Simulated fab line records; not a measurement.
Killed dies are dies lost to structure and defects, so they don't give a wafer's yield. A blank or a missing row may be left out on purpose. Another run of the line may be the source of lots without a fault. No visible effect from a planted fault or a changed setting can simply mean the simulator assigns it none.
Problem report in the 8D (eight disciplines) form, filled by code + flow nandHarc + the parts of the form that need people (team, actions taken, sign-off) are left out

## 1. THE PROBLEM
At NHARC_A_CHANNEL_HOLE_D2_XSEM_32, bowNm averages 11.29 nm over 3 wafers from 2 lots, while fault-free wafers read 8.59 nm, standard deviation 0.23. That is +12 standard deviations from the usual mean.
The first sign was on wafer L517.1 at day 17 05:41, on xsem-01. The record has a number at this step for 33 wafers belonging to 11 lots. Rule for "out" (also "out of limits"): further than 4 standard deviations from the usual mean. The other wafers with a number count as sound.

## 2. WHAT IT IS; WHAT IT IS NOT
| question                    | is                     | is not                                                                                                                   |
|-----------------------------|------------------------|--------------------------------------------------------------------------------------------------------------------------|
| which readings at this step | bowNm                  | botCdNm, tiltDeg                                                                                                         |
| which lots                  | L516, L517             | L519, L522, L523, L524, L526, L527, L528, L529, L530                                                                     |
| which wafers of those lots  | L516.3, L517.1, L517.4 | L516.1, L516.4, L517.3                                                                                                   |
| read on which tools         | xsem-01, xsem-02       | -                                                                                                                        |
| when                        | from day 17 05:41      | up to then (1 sound wafer); but 29 sound wafers of L516, L519, L522, L523, L524, L526, L527, L528, L529, L530 came after |

## 3. WHAT RULES OUT EACH SUSPECT
Counting: a tool at a process step up to the reading stays a suspect if it ran every lot that is out. Sound lots after the first of them don't rule it out here, since some wafers of a struck lot are sound.
- harEtch-01 at NHARC_A_CHANNEL_HOLE_D2_ETCH_20 (etches the open film in C4F8/O2/Ar, time 361.9 s, target depth 1600 nm): kept. It ran every lot that is out, first L517 (day 17 00:11).
- harEtch-01 at NHARC_A_CHANNEL_HOLE_D2_ETCH_23 (etches the open film in C4F8/O2/Ar, time 819 s, target depth 1600 nm): kept. It ran every lot that is out, first L517 (day 17 01:35).
- At NHARC_A_CHANNEL_HOLE_D2_ETCH_20 on harEtch-01, chamber 1 took the sound wafers of the same lots and chamber 0 took the wafers that are out.
- At NHARC_A_CHANNEL_HOLE_D2_ETCH_23 on harEtch-01, chamber 1 took the sound wafers of the same lots and chamber 0 took the wafers that are out.
The count leaves harEtch-01 at NHARC_A_CHANNEL_HOLE_D2_ETCH_23 and harEtch-01 at NHARC_A_CHANNEL_HOLE_D2_ETCH_20.

## 4. THE CAUSE (what the simulator had put in)
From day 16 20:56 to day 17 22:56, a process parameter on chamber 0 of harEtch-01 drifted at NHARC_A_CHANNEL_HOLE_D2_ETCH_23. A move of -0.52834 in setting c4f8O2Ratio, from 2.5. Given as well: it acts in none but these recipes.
Counting leaves 2 suspects; this tool is one of them.

## 5. THE CHAIN OF EFFECTS, in route order
Each row: a reading where the mean over the struck wafers with a number is more than 3 standard deviations away from the usual. Readings are gone through only where the record gives a usual standard deviation; hours: the median, over the lots, of the time from a lot's start at the first step in this table giving one to that lot's start at this step; sigmas: the change measured in usual standard deviations.
| hours | step                            | reading | usual   | on struck wafers | change | sigmas |
|-------|---------------------------------|---------|---------|------------------|--------|--------|
| 0     | NHARC_A_CHANNEL_HOLE_D2_XSEM_32 | bowNm   | 8.59 nm | 11.29            | +2.70  | +12    |
Its process steps:
- NHARC_A_CHANNEL_HOLE_D2_XSEM_32

## 6. HOW IT WOULD HAVE BEEN CAUGHT EARLIER
In this record no reading fell out of limits until day 17 05:41, 9 hours after the fault had begun at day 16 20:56.
An alarm limit of 4 standard deviations would not have fired on the tool readings at NHARC_A_CHANNEL_HOLE_D2_ETCH_23 for which the record gives a usual standard deviation, since none of them was out on any struck wafer.
Of the lots that are out (2), L516 began NHARC_A_CHANNEL_HOLE_D2_ETCH_23 on harEtch-01 after day 17 05:41. A hold on the tool at that time would have spared it.
